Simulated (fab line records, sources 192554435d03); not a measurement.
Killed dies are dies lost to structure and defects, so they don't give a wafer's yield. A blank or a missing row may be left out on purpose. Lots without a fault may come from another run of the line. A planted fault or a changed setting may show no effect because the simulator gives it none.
Which tool did it? | flow n5_finfet | 24 lots, 72 wafers sampled, at 6 steps of a route of 1938

WHAT THE GAUGES READ, wafer by wafer
N5_BEOL_M1_INSPECT_13: inspects for defects (brightfield). Usual: raw_defect_count 428, standard deviation 93.
lot  | measured     | on                | raw_defect_count | flag
L074 | day 6 07:20  | defect_inspect-02 | 517 445 459      |
L076 | day 7 13:17  | defect_inspect-02 | 336 299 298      |
L075 | day 7 15:50  | defect_inspect-02 | 528 503 645      |
L077 | day 7 15:53  | defect_inspect-02 | 476 511 696      |
L078 | day 7 15:48  | defect_inspect-02 | 435 321 351      |
L079 | day 7 22:12  | defect_inspect-02 | 293 295 259      |
L080 | day 8 02:29  | defect_inspect-01 | 355 431 395      |
L081 | day 8 06:40  | defect_inspect-01 | 528 525 427      |
L082 | day 8 09:11  | defect_inspect-02 | 329 365 493      |
L083 | day 8 15:43  | defect_inspect-02 | 285 314 429      |
L084 | day 9 05:19  | defect_inspect-01 | 566 653 366      |
L085 | day 9 09:33  | defect_inspect-02 | 388 440 447      |
L086 | day 9 18:31  | defect_inspect-01 | 353 478 679      |
L087 | day 9 18:52  | defect_inspect-02 | 243 417 476      |
L088 | day 10 01:38 | defect_inspect-01 | 581 525 685      |
L089 | day 10 07:02 | defect_inspect-02 | 464 490 423      |
L090 | day 10 12:11 | defect_inspect-02 | 433 402 510      |
L091 | day 10 18:06 | defect_inspect-01 | 521 429 454      |
L092 | day 11 01:07 | defect_inspect-01 | 262 387 298      |
L093 | day 11 09:25 | defect_inspect-02 | 346 379 407      |
L095 | day 11 20:57 | defect_inspect-02 | 314 430 377      |
L097 | day 11 21:07 | defect_inspect-01 | 507 445 560      |
L096 | day 11 22:32 | defect_inspect-02 | 386 329 290      |
L094 | day 12 06:52 | defect_inspect-01 | 443 422 490      |

N5_BEOL_M1_CD_MEAS_28: target cd y 23.3 nm. Usual: cd_nm 24.04 nm, standard deviation 0.23.
lot  | measured     | on        | cd_nm (nm)        | flag
L074 | day 6 08:08  | cd_sem-02 | 23.98 23.96 23.60 |
L076 | day 7 14:10  | cd_sem-02 | 24.43 24.06 24.38 |
L075 | day 7 16:37  | cd_sem-02 | 24.07 23.97 24.07 |
L077 | day 7 16:41  | cd_sem-01 | 24.09 23.93 23.98 |
L078 | day 7 16:44  | cd_sem-02 | 24.09 23.92 24.14 |
L079 | day 7 23:11  | cd_sem-01 | 23.88 23.95 23.53 |
L080 | day 8 03:32  | cd_sem-01 | 24.09 23.79 24.13 |
L081 | day 8 07:49  | cd_sem-01 | 24.04 23.92 24.16 |
L082 | day 8 09:58  | cd_sem-01 | 23.72 24.34 24.09 |
L083 | day 8 16:46  | cd_sem-02 | 24.41 24.21 23.94 |
L084 | day 9 06:40  | cd_sem-02 | 24.08 24.25 23.78 |
L085 | day 9 10:29  | cd_sem-01 | 23.58 23.93 23.95 |
L086 | day 9 19:33  | cd_sem-03 | 24.03 23.60 24.28 |
L087 | day 9 19:49  | cd_sem-02 | 24.22 24.20 24.32 |
L088 | day 10 02:31 | cd_sem-01 | 23.60 24.17 23.80 |
L089 | day 10 07:51 | cd_sem-03 | 23.84 24.39 24.12 |
L090 | day 10 13:35 | cd_sem-03 | 24.24 24.12 24.04 |
L091 | day 10 19:01 | cd_sem-02 | 24.29 24.16 24.11 |
L092 | day 11 02:23 | cd_sem-01 | 23.99 23.51 23.90 |
L093 | day 11 10:12 | cd_sem-01 | 24.25 24.13 23.82 |
L095 | day 11 21:46 | cd_sem-01 | 24.08 23.96 24.24 |
L097 | day 11 22:02 | cd_sem-02 | 24.23 24.23 24.28 |
L096 | day 11 23:19 | cd_sem-03 | 24.13 24.37 24.37 |
L094 | day 12 07:46 | cd_sem-03 | 24.05 23.53 23.79 |

WHICH TOOL RAN EACH LOT (tool, then ch and the chambers of the sampled wafers, then the start)
lot  | N5_BEOL_M0_CUTY_DESCUM_61          | N5_BEOL_M0_SPUTTER_116       | N5_BEOL_M0_DEP_125              | N5_BEOL_M1_ETCH_64
L074 | rie_diel-05 ch 1,2, day 5 20:07    | pvd_sputter-03, day 6 04:44  | pecvd-02 ch 0,2, day 6 06:08    | rie_diel-03 ch 0,3, day 6 07:28
L076 | rie_diel-02 ch 1,3, day 7 06:38    | pvd_sputter-03, day 7 10:51  | pecvd-04 ch 0,1, day 7 12:13    | rie_diel-06 ch 0,1,3, day 7 13:24
L075 | rie_diel-02 ch 0,1, day 7 07:30    | pvd_sputter-01, day 7 12:50  | pecvd-02 ch 1,2, day 7 14:11    | rie_diel-01 ch 0,1, day 7 15:57
L077 | rie_diel-02 ch 0,1,3, day 7 07:47  | pvd_sputter-01, day 7 12:11  | pecvd-01 ch 0,1,2, day 7 13:32  | rie_diel-06 ch 1,2,3, day 7 15:59
L078 | rie_diel-05 ch 1,2,3, day 7 08:16  | pvd_sputter-03, day 7 11:31  | pecvd-04 ch 0,2, day 7 12:55    | rie_diel-03 ch 0,1,2, day 7 15:55
L079 | rie_diel-05 ch 0,1,2, day 7 16:38  | pvd_sputter-01, day 7 19:55  | pecvd-01 ch 0,2, day 7 21:15    | rie_diel-01 ch 1,2, day 7 22:25
L080 | rie_diel-05 ch 2,3, day 7 18:29    | pvd_sputter-03, day 7 22:20  | pecvd-02 ch 0,1, day 8 00:11    | rie_diel-01 ch 0,1, day 8 02:44
L081 | rie_diel-04 ch 0,1,3, day 7 22:19  | pvd_sputter-02, day 8 03:17  | pecvd-01 ch 1,2, day 8 04:44    | rie_diel-01 ch 0,1,3, day 8 06:56
L082 | rie_diel-05 ch 2,3, day 8 03:36    | pvd_sputter-03, day 8 06:27  | pecvd-04 ch 0,1, day 8 07:49    | rie_diel-01 ch 0,2,3, day 8 09:18
L083 | rie_diel-04 ch 0,2,3, day 8 08:27  | pvd_sputter-01, day 8 13:32  | pecvd-04 ch 0,1,2, day 8 14:57  | rie_diel-01 ch 0,1, day 8 15:50
L084 | rie_diel-02 ch 0,3, day 8 23:16    | pvd_sputter-02, day 9 02:19  | pecvd-01 ch 0,2, day 9 03:41    | rie_diel-01 ch 0,2,3, day 9 05:58
L085 | rie_diel-04 ch 1,2,3, day 9 01:45  | pvd_sputter-01, day 9 06:07  | pecvd-02 ch 0,1,2, day 9 07:42  | rie_diel-01 ch 2,3, day 9 09:40
L086 | rie_diel-04 ch 0,2,3, day 9 09:30  | pvd_sputter-02, day 9 14:14  | pecvd-02 ch 0,1,2, day 9 16:47  | rie_diel-01 ch 1,2, day 9 18:46
L087 | rie_diel-02 ch 1,2, day 9 12:14    | pvd_sputter-01, day 9 15:31  | pecvd-02 ch 1,2, day 9 17:28    | rie_diel-06 ch 1,3, day 9 18:58
L088 | rie_diel-04 ch 0,1,3, day 9 15:08  | pvd_sputter-03, day 9 22:05  | pecvd-02 ch 0,1, day 10 00:35   | rie_diel-06 ch 1,2,3, day 10 01:50
L089 | rie_diel-04 ch 0,1,2, day 10 01:44 | pvd_sputter-01, day 10 04:47 | pecvd-01 ch 1,2, day 10 06:07   | rie_diel-06 ch 0,2, day 10 07:09
L090 | rie_diel-02 ch 0,3, day 10 03:14   | pvd_sputter-01, day 10 08:47 | pecvd-02 ch 1,2, day 10 10:07   | rie_diel-03 ch 0,1,3, day 10 12:42
L091 | rie_diel-04 ch 0,1,2, day 10 10:55 | pvd_sputter-01, day 10 14:22 | pecvd-01 ch 0,1, day 10 15:50   | rie_diel-06 ch 0,2,3, day 10 18:13
L092 | rie_diel-05 ch 1,2,3, day 10 14:55 | pvd_sputter-02, day 10 21:14 | pecvd-01 ch 0,1, day 10 22:35   | rie_diel-06 ch 0,2, day 11 01:44
L093 | rie_diel-04 ch 0,3, day 11 01:40   | pvd_sputter-03, day 11 05:53 | pecvd-04 ch 1,2, day 11 07:22   | rie_diel-06 ch 0,2,3, day 11 09:32
L095 | rie_diel-04 ch 2,3, day 11 09:52   | pvd_sputter-02, day 11 18:10 | pecvd-04 ch 0,2, day 11 19:31   | rie_diel-03 ch 0,2,3, day 11 21:07
L097 | rie_diel-05 ch 1,3, day 11 12:32   | pvd_sputter-03, day 11 18:11 | pecvd-01 ch 0,1, day 11 19:41   | rie_diel-01 ch 2,3, day 11 21:14
L096 | rie_diel-05 ch 0,2, day 11 16:10   | pvd_sputter-03, day 11 19:35 | pecvd-04 ch 0,2, day 11 20:56   | rie_diel-01 ch 0,3, day 11 22:38
L094 | rie_diel-02 ch 0,1,2, day 11 20:25 | pvd_sputter-01, day 12 03:51 | pecvd-02 ch 0,1,2, day 12 05:24 | rie_diel-03 ch 0,2, day 12 06:59
- N5_BEOL_M0_CUTY_DESCUM_61: chemistry O2, time 7.9 s.
- N5_BEOL_M0_SPUTTER_116: material Cu, target thk 4 nm, time 7.37 s.
- N5_BEOL_M0_DEP_125: deposits SiCN from 3MS/NH3, target thk 8 nm, time 14 s.
- N5_BEOL_M1_ETCH_64: etches SOC in N2/H2, target depth 75 nm, overetch 15 nm, time 112.5 s.

WHAT THE TOOLS THEMSELVES READ (means of the sampled wafers that have a number; where no wafer has one, the mark that the record gives instead)
N5_BEOL_M0_CUTY_DESCUM_61. Usual: drypump_motor_current_A 5.8 A, standard deviation 0.42; oes_product_au 0.74 a.u., standard deviation 0.062; rf_fwd_power_W 49.36 W, standard deviation 0.22; rf_vpp_V 243.5 V, standard deviation 0.96; showerhead_plenum_p_Torr 2.11 Torr, standard deviation 0.038; throttle_valve_pct 20.40 %, standard deviation 0.13.
lot  | tool        | drypump_motor_current_A (A) | oes_product_au (a.u.) | rf_fwd_power_W (W) | rf_vpp_V (V) | showerhead_plenum_p_Torr (Torr) | throttle_valve_pct (%) | flag
L074 | rie_diel-05 | 5.9                         | 0.79                  | 49.44              | 243.4        | 2.08                            | 20.20                  |
L076 | rie_diel-02 | 5.7                         | 0.73                  | 49.23              | 243.1        | 2.10                            | 20.45                  |
L075 | rie_diel-02 | 5.9                         | 0.79                  | 49.16              | 243.8        | 2.10                            | 20.41                  |
L077 | rie_diel-02 | 5.9                         | 0.78                  | 49.09              | 244.0        | 2.12                            | 20.42                  |
L078 | rie_diel-05 | 5.8                         | 0.79                  | 49.25              | 242.9        | 2.10                            | 20.23                  |
L079 | rie_diel-05 | 6.0                         | 0.79                  | 49.45              | 242.8        | 2.08                            | 20.28                  |
L080 | rie_diel-05 | 5.5                         | 0.75                  | 49.49              | 243.7        | 2.14                            | 20.29                  |
L081 | rie_diel-04 | 5.6                         | 0.69                  | 49.50              | 243.7        | 2.12                            | 20.37                  |
L082 | rie_diel-05 | 5.6                         | 0.74                  | 49.32              | 244.2        | 2.14                            | 20.29                  |
L083 | rie_diel-04 | 5.8                         | 0.70                  | 49.34              | 244.2        | 2.10                            | 20.42                  |
L084 | rie_diel-02 | 5.9                         | 0.75                  | 49.10              | 243.5        | 2.14                            | 20.46                  |
L085 | rie_diel-04 | 5.6                         | 0.70                  | 49.47              | 244.1        | 2.13                            | 20.43                  |
L086 | rie_diel-04 | 5.8                         | 0.69                  | 49.48              | 243.3        | 2.10                            | 20.42                  |
L087 | rie_diel-02 | 5.2                         | 0.73                  | 49.12              | 243.6        | 2.08                            | 20.61                  |
L088 | rie_diel-04 | 5.5                         | 0.68                  | 49.42              | 243.0        | 2.12                            | 20.40                  |
L089 | rie_diel-04 | 5.9                         | 0.69                  | 49.57              | 242.3        | 2.10                            | 20.37                  |
L090 | rie_diel-02 | 6.1                         | 0.79                  | 49.02              | 244.1        | 2.13                            | 20.44                  |
L091 | rie_diel-04 | 5.8                         | 0.70                  | 49.51              | 244.0        | 2.09                            | 20.38                  |
L092 | rie_diel-05 | 5.8                         | 0.76                  | 49.36              | 243.7        | 2.09                            | 20.28                  |
L093 | rie_diel-04 | 5.8                         | 0.66                  | 49.48              | 243.6        | 2.09                            | 20.41                  |
L095 | rie_diel-04 | 5.6                         | 0.68                  | 49.43              | 243.5        | 2.12                            | 20.53                  |
L097 | rie_diel-05 | 6.0                         | 0.79                  | 49.30              | 243.1        | 2.08                            | 20.25                  |
L096 | rie_diel-05 | 5.8                         | 0.71                  | 49.58              | 242.8        | 2.08                            | 20.38                  |
L094 | rie_diel-02 | 5.6                         | 0.74                  | 49.32              | 243.3        | 2.09                            | 20.56                  |

N5_BEOL_M0_SPUTTER_116. Usual: chamber_pressure_pa 0.06999 Pa, standard deviation 0.00016; throttle_valve_pct 29.9 %, standard deviation 0.98.
lot  | tool           | chamber_pressure_pa (Pa) | throttle_valve_pct (%) | flag
L074 | pvd_sputter-03 | 0.07013                  | 29.3                   |
L076 | pvd_sputter-03 | 0.07008                  | 30.5                   |
L075 | pvd_sputter-01 | 0.06983                  | 30.2                   |
L077 | pvd_sputter-01 | 0.06984                  | 29.4                   |
L078 | pvd_sputter-03 | 0.07001                  | 30.3                   |
L079 | pvd_sputter-01 | 0.07000                  | 30.4                   |
L080 | pvd_sputter-03 | 0.07007                  | 30.9                   |
L081 | pvd_sputter-02 | 0.06993                  | 29.2                   |
L082 | pvd_sputter-03 | 0.07002                  | 30.4                   |
L083 | pvd_sputter-01 | 0.06989                  | 29.6                   |
L084 | pvd_sputter-02 | 0.06985                  | 30.0                   |
L085 | pvd_sputter-01 | 0.06997                  | 30.3                   |
L086 | pvd_sputter-02 | 0.06999                  | 29.1                   |
L087 | pvd_sputter-01 | 0.06995                  | 29.9                   |
L088 | pvd_sputter-03 | 0.06998                  | 30.4                   |
L089 | pvd_sputter-01 | 0.07002                  | 29.6                   |
L090 | pvd_sputter-01 | 0.06999                  | 30.6                   |
L091 | pvd_sputter-01 | 0.06993                  | 29.7                   |
L092 | pvd_sputter-02 | 0.06992                  | 29.4                   |
L093 | pvd_sputter-03 | 0.07015                  | 29.2                   |
L095 | pvd_sputter-02 | 0.07002                  | 29.4                   |
L097 | pvd_sputter-03 | 0.06988                  | 29.5                   |
L096 | pvd_sputter-03 | 0.07004                  | 29.8                   |
L094 | pvd_sputter-01 | 0.06995                  | 30.0                   |

N5_BEOL_M0_DEP_125. Usual: rf_fwd_power_W 199.5 W, standard deviation 0.86; showerhead_plenum_p_Torr 3.657 Torr, standard deviation 0.0096; throttle_valve_pct 9.0 %, standard deviation 0.33.
lot  | tool     | rf_fwd_power_W (W) | showerhead_plenum_p_Torr (Torr) | throttle_valve_pct (%) | flag
L074 | pecvd-02 | 199.5              | 3.663                           | 8.9                    |
L076 | pecvd-04 | 199.8              | 3.669                           | 9.3                    |
L075 | pecvd-02 | 199.3              | 3.656                           | 8.9                    |
L077 | pecvd-01 | 199.3              | 3.659                           | 8.9                    |
L078 | pecvd-04 | 200.2              | 3.671                           | 9.0                    |
L079 | pecvd-01 | 199.2              | 3.659                           | 8.5                    |
L080 | pecvd-02 | 198.8              | 3.645                           | 9.2                    |
L081 | pecvd-01 | 199.6              | 3.655                           | 9.0                    |
L082 | pecvd-04 | 199.4              | 3.662                           | 9.1                    |
L083 | pecvd-04 | 200.2              | 3.668                           | 9.1                    |
L084 | pecvd-01 | 199.2              | 3.659                           | 8.8                    |
L085 | pecvd-02 | 199.4              | 3.651                           | 9.1                    |
L086 | pecvd-02 | 199.1              | 3.653                           | 9.0                    |
L087 | pecvd-02 | 199.0              | 3.659                           | 8.9                    |
L088 | pecvd-02 | 198.4              | 3.651                           | 9.2                    |
L089 | pecvd-01 | 199.6              | 3.653                           | 8.9                    |
L090 | pecvd-02 | 198.9              | 3.657                           | 8.9                    |
L091 | pecvd-01 | 200.3              | 3.665                           | 8.8                    |
L092 | pecvd-01 | 199.3              | 3.658                           | 8.9                    |
L093 | pecvd-04 | 199.2              | 3.661                           | 9.2                    |
L095 | pecvd-04 | 200.0              | 3.664                           | 9.1                    |
L097 | pecvd-01 | 199.8              | 3.658                           | 9.2                    |
L096 | pecvd-04 | 199.8              | 3.661                           | 8.9                    |
L094 | pecvd-02 | 199.2              | 3.650                           | 9.0                    |

N5_BEOL_M1_ETCH_64. Usual: drypump_motor_current_A 6.0 A, standard deviation 0.53; oes_product_au 0.63 a.u., standard deviation 0.063; rf_fwd_power_W 836.1 W, standard deviation 2.9; rf_vpp_V 524.1 V, standard deviation 2.5; showerhead_plenum_p_Torr 2.55 Torr, standard deviation 0.087; throttle_valve_pct 17.96 %, standard deviation 0.15.
lot  | tool        | drypump_motor_current_A (A) | oes_product_au (a.u.) | rf_fwd_power_W (W) | rf_vpp_V (V) | showerhead_plenum_p_Torr (Torr) | throttle_valve_pct (%) | flag
L074 | rie_diel-03 | 5.5                         | 0.63                  | 835.7              | 524.0        | 2.55                            | 17.94                  |
L076 | rie_diel-06 | 5.6                         | 0.59                  | 834.1              | 525.8        | 2.61                            | 18.07                  |
L075 | rie_diel-01 | 6.5                         | 0.63                  | 836.8              | 522.7        | 2.50                            | 17.98                  |
L077 | rie_diel-06 | 5.6                         | 0.61                  | 838.4              | 523.9        | 2.55                            | 17.97                  |
L078 | rie_diel-03 | 5.6                         | 0.59                  | 838.4              | 523.4        | 2.54                            | 17.79                  |
L079 | rie_diel-01 | 6.4                         | 0.69                  | 838.6              | 527.7        | 2.66                            | 17.95                  |
L080 | rie_diel-01 | 6.4                         | 0.62                  | 836.3              | 523.0        | 2.52                            | 17.90                  |
L081 | rie_diel-01 | 6.3                         | 0.67                  | 835.2              | 521.8        | 2.50                            | 17.89                  |
L082 | rie_diel-01 | 6.3                         | 0.71                  | 837.3              | 523.6        | 2.55                            | 17.96                  |
L083 | rie_diel-01 | 6.5                         | 0.62                  | 837.4              | 522.4        | 2.49                            | 18.00                  |
L084 | rie_diel-01 | 6.3                         | 0.69                  | 834.9              | 524.4        | 2.55                            | 17.97                  |
L085 | rie_diel-01 | 6.3                         | 0.71                  | 836.3              | 525.5        | 2.64                            | 17.96                  |
L086 | rie_diel-01 | 6.3                         | 0.63                  | 837.0              | 525.5        | 2.60                            | 17.92                  |
L087 | rie_diel-06 | 5.2                         | 0.61                  | 835.7              | 525.0        | 2.59                            | 18.06                  |
L088 | rie_diel-06 | 5.6                         | 0.60                  | 834.7              | 523.9        | 2.54                            | 18.00                  |
L089 | rie_diel-06 | 6.4                         | 0.57                  | 833.8              | 524.1        | 2.55                            | 18.13                  |
L090 | rie_diel-03 | 5.7                         | 0.60                  | 835.3              | 522.8        | 2.51                            | 17.84                  |
L091 | rie_diel-06 | 6.0                         | 0.60                  | 836.4              | 524.2        | 2.54                            | 18.08                  |
L092 | rie_diel-06 | 6.5                         | 0.57                  | 836.7              | 524.1        | 2.55                            | 18.13                  |
L093 | rie_diel-06 | 6.0                         | 0.59                  | 834.5              | 522.9        | 2.54                            | 18.11                  |
L095 | rie_diel-03 | 5.3                         | 0.61                  | 835.3              | 524.9        | 2.58                            | 17.96                  |
L097 | rie_diel-01 | 6.3                         | 0.69                  | 836.1              | 525.9        | 2.63                            | 17.99                  |
L096 | rie_diel-01 | 6.2                         | 0.68                  | 836.1              | 521.9        | 2.47                            | 17.93                  |
L094 | rie_diel-03 | 5.2                         | 0.58                  | 832.9              | 525.1        | 2.60                            | 17.96                  |

THE ANSWER, worked out from the rows above alone
Rule: a lot is off if the mean of its wafers that have a number lies more than 3 standard deviations from the usual mean. A lot without any number at a reading at which 4 lots or more have one is off too. The other lots that the step has rows for count as sound. The gauges are gone through in route order, then the tools' own readings, and for those a lot's mean is taken as printed above. The first step at which some lot is off is used, and at that step the reading that is off furthest; a lot without a number counts as furthest.
No lot is off at any reading shown: from this, nothing can be told.

WHAT THE SIMULATOR HAD PUT IN
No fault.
